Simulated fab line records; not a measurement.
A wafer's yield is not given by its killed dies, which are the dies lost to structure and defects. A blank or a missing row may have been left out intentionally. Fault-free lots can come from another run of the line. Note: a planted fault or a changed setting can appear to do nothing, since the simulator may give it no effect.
Split-lot study ; flow n5Finfet ; 39 wafers read across 7 lots, on a route 1938 steps long

== ON THE SPLIT ==
At N5_BEOL_M4_ETCH_70 (etches SOC in N2/H2, target depth 80 nm, overetch 24 nm, time 130 s), the setting targetDepthA was moved away from the recipe's 800 angstrom on 9 of the 39 wafers read, by -39.0% to +46.5%. For the rest of the wafers, this setting stayed at what the recipe calls for.

Reading taken at the split's own step.

== THE READING ==
SiARC_of_BEOL_M4_COAT_68.thkNm (the simulator's own value, which no gauge read), in nm, at N5_BEOL_M4_ETCH_70 (etches SOC in N2/H2, target depth 80 nm, overetch 24 nm, time 130 s). There is no usual value for it anywhere in the file. Across the 30 wafers here that went through the recipe, the average is 5.8 nm and the standard deviation 0.26 nm.

wafer;tool, chamber at the split;targetDepthA as run, angstrom;against the recipe;SiARC_of_BEOL_M4_COAT_68.thkNm, nm;against lot-mates on the recipe
L074.1;rieDiel-02, 0;800;recipe;5.6;-
L074.2;rieDiel-02, 1,3;800;recipe;6;-
L074.4;rieDiel-02, 1,3;800;recipe;6;-
L074.3;rieDiel-02, 3;488.3;-39.0%;7.6;+1.7
L074.5;rieDiel-02, 0;488.3;-39.0%;7.4;+1.5
L074.6;rieDiel-02, 1;488.3;-39.0%;7.8;+1.9
L077.1;rieDiel-03, 0;800;recipe;5.6;-
L077.2;rieDiel-03, 3;800;recipe;5.8;-
L077.3;rieDiel-03, 2;800;recipe;6.2;-
L077.4;rieDiel-03, 1,0,1;1014;+26.8%;4.2;-1.7
L077.5;rieDiel-03, 1,0,1;1014;+26.8%;4.2;-1.7
L077.6;rieDiel-03, 1,0,1;1014;+26.8%;4.2;-1.7
L075.1;rieDiel-03, 0,1;800;recipe;5.4;-
L075.4;rieDiel-03, 0,1;800;recipe;5.4;-
L075.2;rieDiel-03, 3;800;recipe;5.8;-
L075.3;rieDiel-03, 2;800;recipe;6.2;-
L075.6;rieDiel-03, 2;800;recipe;6.2;-
L075.5;rieDiel-03, 1;800;recipe;5.6;-
L079.2;rieDiel-02, 3;800;recipe;5.8;-
L079.5;rieDiel-02, 3;800;recipe;5.8;-
L079.4;rieDiel-02, 0;800;recipe;5.4;-
L081.1;rieDiel-02, 0,2,2;800;recipe;5.4;-
L081.3;rieDiel-02, 0,2,2;800;recipe;5.4;-
L081.6;rieDiel-02, 0,2,2;800;recipe;5.4;-
L081.2;rieDiel-02, 1;800;recipe;6;-
L081.5;rieDiel-02, 1;800;recipe;6;-
L081.4;rieDiel-02, 3;800;recipe;5.8;-
L087.1;rieDiel-02, 3;800;recipe;6;-
L087.2;rieDiel-02, 2;1172;+46.5%;3.4;-2.5
L087.5;rieDiel-02, 2;1172;+46.5%;3.4;-2.5
L087.3;rieDiel-02, 0;800;recipe;5.8;-
L087.4;rieDiel-02, 0;800;recipe;5.8;-
L087.6;rieDiel-02, 3;1172;+46.5%;4;-1.9
L089.1;rieDiel-02, 1,3;800;recipe;5.8;-
L089.3;rieDiel-02, 1,3;800;recipe;5.8;-
L089.2;rieDiel-02, 2;800;recipe;5.4;-
L089.4;rieDiel-02, 0;800;recipe;5.6;-
L089.6;rieDiel-02, 0;800;recipe;5.6;-
L089.5;rieDiel-02, 3;800;recipe;6;-
Rows listing several chambers each stand for several wafers; the file does not say which wafer went through which chamber.

FIT RESULTS
A straight line over all 39 wafers: SiARC_of_BEOL_M4_COAT_68.thkNm changes by -0.0485 nm for each +1% of targetDepthA; r = -0.96; the points scatter about the line by 0.26 nm.
The same after taking each lot's own level away (the mean of its wafers on the recipe; 39 wafers): -0.0492 nm for each +1%; r = -0.96; scatter 0.26 nm.
On that fit, the largest move of targetDepthA shifts the reading by 2.3 nm.
Measured against the standard deviation above, the lots' own levels, which go from 5.67 to 5.87 nm, span 0.8 times it.
The two slopes are in agreement: the lot-to-lot level therefore moves the slope only a little.
Check: with one of the wafers moved furthest among these (+46.5%) left out of the fit, the line predicts -2.3 nm for it against its lot-mates. It came out at -2.47 nm against them.

== OTHER SPLITS ON THESE WAFERS ==
Before the reading, these wafers also passed through other splits. Each is held against what the fit with the lots' levels taken away leaves over:
other split on the same wafers;wafers away from the commonest value;r with SiARC_of_BEOL_M4_COAT_68.thkNm (lot level and that fit taken away)
N5_SD_EPI_N_DESCUM_14 timeS;15;-0.09
N5_HKMG_FIN_ETCH_55 timeS;9;+0.30
N5_MOL_CONTACT_COAG_CVD_140 targetThkA;12;+0.02
N5_BEOL_M1_VIA_ETCH_34 timeS;15;+0.22
N5_BEOL_M2_DESCUM_33 timeS;12;-0.14

== FILE'S OWN FIT ==
SiARC_of_BEOL_M4_COAT_68.thkNm changes by -0.0495 nm for each +1% of targetDepthA, r = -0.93.
